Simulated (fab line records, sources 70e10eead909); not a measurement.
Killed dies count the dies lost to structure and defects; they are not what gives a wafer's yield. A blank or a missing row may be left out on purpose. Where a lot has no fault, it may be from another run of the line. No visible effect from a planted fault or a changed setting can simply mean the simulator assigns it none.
3 desks looking at one fault || flow nand_harc || every desk sees just its own numbers, and what lay behind them comes last

== THE DEFECT DESK ==
What the inspections along the route counted, lot by lot: means of the sampled wafers that have a number. The brackets show how far a lot's mean lies from the usual mean; more than 4 standard deviations puts the lot out of limits, marked OUT.
Columns: A = raw_defect_count at NHARC_HYBRID_BOND_INSPECT_06, usual 88
{"lot": "L531", "first seen here": "day 23 23:59", "A": 65}
{"lot": "L532", "first seen here": "day 24 17:24", "A": 136}
{"lot": "L533", "first seen here": "day 24 17:24", "A": 25}
{"lot": "L535", "first seen here": "day 25 05:46", "A": 73}
{"lot": "L536", "first seen here": "day 25 10:19", "A": 148}
{"lot": "L537", "first seen here": "day 25 10:19", "A": 33}
{"lot": "L538", "first seen here": "day 26 17:01", "A": 116}
{"lot": "L542", "first seen here": "day 27 17:58", "A": 131}
{"lot": "L541", "first seen here": "day 27 17:59", "A": 37}
{"lot": "L540", "first seen here": "day 28 07:26", "A": 134}
{"lot": "L553", "first seen here": "day 33 02:29", "A": 47}
{"lot": "L554", "first seen here": "day 33 02:29", "A": 148}
Result from this desk: across the 12 lots, nothing is out of limits.

== AT THE METROLOGY DESK ==
Lot by lot, what the gauges showed, no matter which tool ran the lot: averages of those sampled wafers that carry a number. The brackets show how far a lot's mean lies from the usual mean; more than 4 standard deviations puts the lot out of limits, marked OUT.
Columns: A = overlay_x_nm at NHARC_HYBRID_BOND_OVL_MEAS_05, usual 0 nm; B = overlay_y_nm at NHARC_HYBRID_BOND_OVL_MEAS_05, usual -2 nm
{"lot": "L531", "first seen here": "day 23 23:55", "A": -16, "B": 9}
{"lot": "L533", "first seen here": "day 24 17:20", "A": 13, "B": -12}
{"lot": "L532", "first seen here": "day 24 17:21", "A": -1, "B": -16}
{"lot": "L535", "first seen here": "day 25 05:43", "A": -6, "B": -19}
{"lot": "L536", "first seen here": "day 25 10:16", "A": 26, "B": -18}
{"lot": "L537", "first seen here": "day 25 10:16", "A": 17, "B": -25}
{"lot": "L538", "first seen here": "day 26 16:58", "A": -23, "B": -22}
{"lot": "L542", "first seen here": "day 27 17:55", "A": -18, "B": 44}
{"lot": "L541", "first seen here": "day 27 17:56", "A": -4, "B": 1}
{"lot": "L540", "first seen here": "day 28 07:23", "A": -5, "B": -14}
{"lot": "L553", "first seen here": "day 33 02:26", "A": 26, "B": -3}
{"lot": "L554", "first seen here": "day 33 02:26", "A": 9, "B": -30}
Result from this desk: across the 12 lots, nothing is out of limits.

== DESK OF THE TOOL OWNER: lpcvd-02 ==
The tool's own readings at NHARC_P_STI_HM_DEP_30 (deposits Si3N4, target thk 80 nm, time 873 s): means of the sampled wafers that have a number, for each lot that ran on this tool. The brackets show how far a lot's mean lies from the usual mean; more than 4 standard deviations puts the lot out of limits, marked OUT.
Columns: A = spike_tc_lower_C at NHARC_P_STI_HM_DEP_30, usual 791.2 C; B = spike_tc_upper_C at NHARC_P_STI_HM_DEP_30, usual 790.3 C; C = zone_power_lower_pct at NHARC_P_STI_HM_DEP_30, usual 12.6 %
{"lot": "L531", "first seen here": "day 2 16:29", "A": 791.9, "B": 789.2, "C": 11.9}
{"lot": "L532", "first seen here": "day 3 04:07", "A": 789.5, "B": 791.1, "C": 11.7}
{"lot": "L533", "first seen here": "day 3 14:05", "A": 790.9, "B": 789.6, "C": 11.9}
{"lot": "L535", "first seen here": "day 4 11:14", "A": 792.1, "B": 789.4, "C": 12.1}
{"lot": "L536", "first seen here": "day 4 16:40", "A": 791.4, "B": 788.1, "C": 11.9}
{"lot": "L537", "first seen here": "day 5 02:04", "A": 791.6, "B": 789.9, "C": 12.0}
{"lot": "L538", "first seen here": "day 5 11:55", "A": 790.7, "B": 790.4, "C": 11.8}
{"lot": "L541", "first seen here": "day 6 18:47", "A": 792.0, "B": 789.6, "C": 11.8}
{"lot": "L542", "first seen here": "day 7 04:25", "A": 789.2, "B": 790.9, "C": 11.8}
{"lot": "L543", "first seen here": "day 7 14:32", "A": 789.8, "B": 790.4, "C": 11.6}
{"lot": "L544", "first seen here": "day 8 00:19", "A": 789.6, "B": 791.9, "C": 11.7}
{"lot": "L553", "first seen here": "day 11 18:55", "A": 790.2, "B": 791.1, "C": 11.7}
Result from this desk: across the 12 lots, nothing is out of limits.

== BROUGHT TOGETHER ==
The defect desk saw nothing out of limits.
Nothing out of limits was seen by the metrology desk.
Nothing out of limits was seen by the tool owner's desk.

== WHAT THE SIMULATOR PUT IN ==
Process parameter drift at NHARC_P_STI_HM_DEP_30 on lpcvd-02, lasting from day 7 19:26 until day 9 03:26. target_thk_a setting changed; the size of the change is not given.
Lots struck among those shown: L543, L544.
